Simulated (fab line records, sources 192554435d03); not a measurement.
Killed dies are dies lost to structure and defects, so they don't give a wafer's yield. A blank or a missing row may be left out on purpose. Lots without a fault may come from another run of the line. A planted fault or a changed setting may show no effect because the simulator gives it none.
Chamber matching | flow n5_finfet | N5_BEOL_M0_CUTY_DESCUM_61 on rie_diel-02: 4 sister chambers
The step chemistry O2, time 7.9 s. 14 wafers are shown with their chamber, then 7 later ones without.

WAFERS WITH THEIR CHAMBER
wafer  | chamber | drypump_motor_current_A (A) | throttle_valve_pct (%) | showerhead_plenum_p_Torr (Torr)
L076.1 | 3       | 5.8                         | 20.49                  | 2.15
L076.4 | 1       | 5.6                         | 20.44                  | 2.08
L076.6 | 1       | 5.6                         | 20.43                  | 2.08
L075.2 | 0       | 6.2                         | 20.35                  | 2.13
L075.4 | 1       | 5.7                         | 20.44                  | 2.08
L075.6 | 1       | 5.7                         | 20.43                  | 2.08
L077.1 | 3       | 5.8                         | 20.48                  | 2.15
L077.2 | 0       | 6.2                         | 20.35                  | 2.13
L077.5 | 1       | 5.7                         | 20.43                  | 2.08
L084.3 | 3       | 5.8                         | 20.50                  | 2.14
L084.5 | 3       | 5.8                         | 20.50                  | 2.14
L084.6 | 0       | 6.2                         | 20.37                  | 2.13
L087.3 | 1       | 5.7                         | 20.48                  | 2.07
L087.4 | 2       | 4.9                         | 20.67                  | 2.09

SIGNATURES (means of the wafers above)
reading                  | chamber 0 | chamber 1 | chamber 2 | chamber 3 | scatter within a chamber
drypump_motor_current_A  | 6.200     | 5.667     | 4.900     | 5.800     | 0.0365
throttle_valve_pct       | 20.3567   | 20.4417   | 20.6700   | 20.4925   | 0.0156
showerhead_plenum_p_Torr | 2.1300    | 2.0783    | 2.0900    | 2.1450    | 0.00428
Rule: a wafer's distance from a chamber is the root of the sum, over the readings, of the square of ((its reading less the chamber's mean) divided by the reading's scatter). The wafer belongs to the nearest chamber; if the next one is less than 2 further off, it can't be placed. The scatter: the root of (the sum of the squares of (reading less its chamber's mean) over the shown wafers, divided by (wafers less chambers)).

WAFERS WITHOUT THEIR CHAMBER
wafer  | drypump_motor_current_A (A) | throttle_valve_pct (%) | showerhead_plenum_p_Torr (Torr)
L087.6 | 4.9                         | 20.69                  | 2.09
L090.2 | 6.2                         | 20.40                  | 2.12
L090.4 | 5.8                         | 20.52                  | 2.14
L090.5 | 6.2                         | 20.41                  | 2.12
L094.1 | 4.9                         | 20.73                  | 2.08
L094.2 | 6.2                         | 20.43                  | 2.12
L094.6 | 5.7                         | 20.51                  | 2.06

WHICH CHAMBER EACH WENT THROUGH
wafer  | from the rows above | in truth
L087.6 | 2                   | 2
L090.2 | 0                   | 0
L090.4 | 3                   | 3
L090.5 | 0                   | 0
L094.1 | 2                   | 2
L094.2 | 0                   | 0
L094.6 | 1                   | 1
Placed correctly: 7 of 7. Can't be placed from these rows: 0. Placed wrongly: 0.
